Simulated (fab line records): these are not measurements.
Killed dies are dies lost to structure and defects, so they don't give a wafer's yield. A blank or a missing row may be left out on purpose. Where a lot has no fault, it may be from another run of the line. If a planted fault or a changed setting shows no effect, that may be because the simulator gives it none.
Which tool did it? | flow nandHarc | 12 lots with 36 wafers sampled at 5 steps, on a route of 1159 steps

## WHAT EACH GAUGE READ, for each wafer
NHARC_P_ZERO_WELL_INSPECT_43.
lot  | measured    | on               | rawDefectCount
L698 | day 2 01:33 | defectInspect-01 | 22 14 36
L699 | day 2 07:29 | defectInspect-01 | 15 12 17
L701 | day 2 19:41 | defectInspect-02 | 9 28 11
L704 | day 3 13:35 | defectInspect-01 | 7 21 12
L707 | day 4 07:40 | defectInspect-01 | 8 11 3
L710 | day 5 01:46 | defectInspect-01 | 18 14 12
L711 | day 5 07:51 | defectInspect-02 | 13 13 14
L712 | day 5 13:25 | defectInspect-02 | 11 15 12
L714 | day 6 01:41 | defectInspect-01 | 17 13 22
L716 | day 6 13:44 | defectInspect-01 | 7 4 10
L717 | day 6 19:28 | defectInspect-02 | 12 17 9
L718 | day 7 01:40 | defectInspect-02 | 7 16 25

NHARC_END_SORT_01.
lot  | measured     | on        | killedAtArray | killedAtOther | killedAtPeriphery | killedDies | killedOpen | killedShort
L712 | day 23 12:23 | prober-02 | 20 32 23      | 2 2 3         | 85 0 1            | 107 34 27  | 4 1 2      | 1 1 3
L714 | day 23 20:19 | prober-01 | 36 33 37      | 2 0 2         | 108 3 2           | 146 36 41  | 2 2 2      | 1 3 0

## TOOL THAT RAN EACH LOT (tool first, then ch and the chambers of the sampled wafers, then the start)
lot  | NHARC_P_GATE_ETCH_104            | NHARC_P_CONTACT_ETCH_36                    | NHARC_P_CONTACT_ETCH_18
L698 | rieDiel-03 ch 0,2,3, day 4 15:55 | rieDiel-02 ch 0,3, no start                | rieDiel-02 ch 0,1,2, no start
L699 | rieDiel-12 ch 2,3, day 5 08:08   | rieDiel-05 ch 0,1,2, no start              | rieDiel-05 ch 0,1,3, no start
L701 | rieDiel-11 ch 0,2,3, day 5 15:05 | rieDiel-02 ch 0,1,3, no start              | rieDiel-02 ch 2,3, no start
L704 | rieDiel-11 ch 0,1,2, day 6 04:33 | rieDiel-08 ch 1,2,3, no start              | rieDiel-08 ch 0,1,3, no start
L707 | rieDiel-03 ch 0,2,3, day 6 21:37 | rieDiel-05 ch 0,2,3, no start              | rieDiel-05 ch 0,2,3, no start
L710 | rieDiel-03 ch 0,1,2, day 7 23:51 | rieDiel-02 ch 0,3, no start                | rieDiel-02 ch 1,2,3, no start
L711 | rieDiel-03 ch 2,3, day 8 00:44   | rieDiel-02 ch 0,3, no start                | rieDiel-02 ch 0,2,3, no start
L712 | rieDiel-03 ch 0,1,2, day 8 14:05 | rieDiel-02 ch 0,2, day 23 12:23 or earlier | rieDiel-02 ch 0,2, day 23 12:23 or earlier
L714 | rieDiel-03 ch 2,3, day 9 00:44   | rieDiel-08 ch 1,3, day 23 20:19 or earlier | rieDiel-08 ch 0,1,2, day 23 20:19 or earlier
L716 | rieDiel-12 ch 0,1, day 9 06:15   | rieDiel-02 ch 1,3, no start                | rieDiel-02 ch 1,2,3, no start
L717 | rieDiel-11 ch 0,1,2, day 9 20:32 | rieDiel-05 ch 0,3, no start                | rieDiel-05 ch 0,1,3, no start
L718 | rieDiel-12 ch 1,2,3, day 9 19:53 | rieDiel-08 ch 1,3, no start                | rieDiel-08 ch 1,2,3, no start
- NHARC_P_GATE_ETCH_104: etches the open film in CF4/CHF3, target depth 60 nm.
- NHARC_P_CONTACT_ETCH_36: etches the open film in N2/H2, target depth 260 nm, time 406.25 s.
- NHARC_P_CONTACT_ETCH_18: etches the open film in C4F8/O2/Ar, target depth 481 nm, time 240.5 s.

## WHAT THE TOOLS THEMSELVES READ (means of the sampled wafers that have a number; where no wafer has one, the mark that the record gives instead)
NHARC_P_GATE_ETCH_104.
lot  | tool       | biasW (W) | drypumpMotorCurrentA (A) | oesProductAu (a.u.) | rfVppV (V) | showerheadPlenumPTorr (Torr) | throttleValvePct (%)
L698 | rieDiel-03 | 200.1     | 6.1                      | 0.924               | 371.2      | 1.59                         | 16.802
L699 | rieDiel-12 | 199.6     | 5.4                      | 0.963               | 371.3      | 1.60                         | 16.800
L701 | rieDiel-11 | 199.5     | 6.2                      | 0.955               | 367.7      | 1.49                         | 16.805
L704 | rieDiel-11 | 199.6     | 5.9                      | 0.977               | 370.2      | 1.55                         | 16.815
L707 | rieDiel-03 | 199.6     | 6.0                      | 0.949               | 371.8      | 1.59                         | 16.802
L710 | rieDiel-03 | 200.0     | 5.8                      | 0.948               | 369.9      | 1.57                         | 16.802
L711 | rieDiel-03 | 199.4     | 5.9                      | 0.918               | 371.2      | 1.62                         | 16.802
L712 | rieDiel-03 | 199.5     | 5.8                      | 0.857               | 370.3      | 1.57                         | 16.805
L714 | rieDiel-03 | 199.8     | 6.3                      | 0.834               | 371.4      | 1.58                         | 16.799
L716 | rieDiel-12 | 200.1     | 6.1                      | 0.961               | 371.1      | 1.58                         | 16.799
L717 | rieDiel-11 | 200.5     | 5.9                      | 0.970               | 372.5      | 1.63                         | 16.812
L718 | rieDiel-12 | 200.0     | 5.6                      | 0.968               | 371.8      | 1.61                         | 16.809

NHARC_P_CONTACT_ETCH_36.
lot  | tool       | biasW (W) | drypumpMotorCurrentA (A) | n2FlowSccm (sccm) | oesProductAu (a.u.) | rfVppV (V) | showerheadPlenumPTorr (Torr) | throttleValvePct (%)
L698 | rieDiel-02 | 150.3     | 6.1                      | 150.2             | 0.990               | 430.0      | 2.04                         | 14.181
L699 | rieDiel-05 | 150.3     | 5.5                      | 149.6             | 1.005               | 429.2      | 2.01                         | 14.178
L701 | rieDiel-02 | 150.5     | 5.6                      | 149.8             | 0.998               | 431.2      | 2.05                         | 14.168
L704 | rieDiel-08 | 149.6     | 5.9                      | 150.1             | 0.986               | 430.8      | 2.05                         | 14.180
L707 | rieDiel-05 | 150.1     | 5.8                      | 150.0             | 0.991               | 427.9      | 1.96                         | 14.170
L710 | rieDiel-02 | 150.3     | 6.1                      | 150.0             | 1.009               | 431.0      | 2.04                         | 14.176
L711 | rieDiel-02 | 150.2     | 5.5                      | 149.8             | 1.006               | 429.0      | 1.98                         | 14.169
L712 | rieDiel-02 | 150.1     | 5.8                      | 149.3             | 0.994               | 430.5      | 2.08                         | 14.174
L714 | rieDiel-08 | 150.1     | 5.5                      | 150.4             | 1.009               | 430.9      | 2.06                         | 14.171
L716 | rieDiel-02 | 149.6     | 6.1                      | 150.1             | 0.996               | 432.4      | 2.11                         | 14.176
L717 | rieDiel-05 | 149.4     | 5.4                      | 150.0             | 0.998               | 429.0      | 1.98                         | 14.173
L718 | rieDiel-08 | 150.0     | 5.5                      | 149.9             | 1.003               | 430.6      | 2.06                         | 14.174

NHARC_P_CONTACT_ETCH_18.
lot  | tool       | biasW (W) | oesProductAu (a.u.) | rfVppV (V)
L698 | rieDiel-02 | 1500      | 0.967               | 981
L699 | rieDiel-05 | 1500      | 0.986               | 975
L701 | rieDiel-02 | 1503      | 0.966               | 984
L704 | rieDiel-08 | 1500      | 0.962               | 982
L707 | rieDiel-05 | 1503      | 0.966               | 973
L710 | rieDiel-02 | 1499      | 0.959               | 984
L711 | rieDiel-02 | 1500      | 0.968               | 980
L712 | rieDiel-02 | 1500      | 0.964               | 981
L714 | rieDiel-08 | 1500      | 0.950               | 978
L716 | rieDiel-02 | 1501      | 0.960               | 983
L717 | rieDiel-05 | 1497      | 0.970               | 974
L718 | rieDiel-08 | 1506      | 0.919               | 979

## THE ANSWER, worked out from the rows above alone
Rule: the lots themselves supply what counts as usual. The widest of any qualifying gaps counts: lots, ordered by their means at a reading, are off when they make up no more than a third of the lots, leave a main group of 4 or more, and stand apart from it by 3 or more times the standard deviation of that group's means. The tables above print the reading to a certain number of digits; a main group whose means all agree to those digits is not used. Also off: a lot with no number at a reading for which 4 or more lots have one. Where the step has rows for the other lots, those lots are counted as sound. After the gauges, taken in route order, come the tools' own readings; for these a lot's mean is taken, as printed above. The first step at which some lot is off is used, and at that step the reading that is off furthest; a lot without a number counts as furthest.
Off, at NHARC_P_GATE_ETCH_104 on oesProductAu: L712, L714. For the main group the mean is 0.953 a.u. and the standard deviation 0.018.
A tool fits if, at that step or a process step before it, it ran every lot that is off, and no sound lot after the first of them. One candidate fits, namely rieDiel-03 at NHARC_P_GATE_ETCH_104. A fault onset in the window from L711 (day 8 00:44, its last sound lot) to L712 (day 8 14:05, its first lot off) fits.
The tool's own readings at NHARC_P_GATE_ETCH_104 bear it out: on the lots that are off they differ by more than 5 times the standard deviation of the sound lots' means. oesProductAu reads 0.845 a.u. there against 0.953 a.u. on the sound lots.

## WHAT THE SIMULATOR HAD PUT IN
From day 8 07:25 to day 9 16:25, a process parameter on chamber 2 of rieDiel-03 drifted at NHARC_P_GATE_ETCH_104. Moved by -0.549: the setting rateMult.
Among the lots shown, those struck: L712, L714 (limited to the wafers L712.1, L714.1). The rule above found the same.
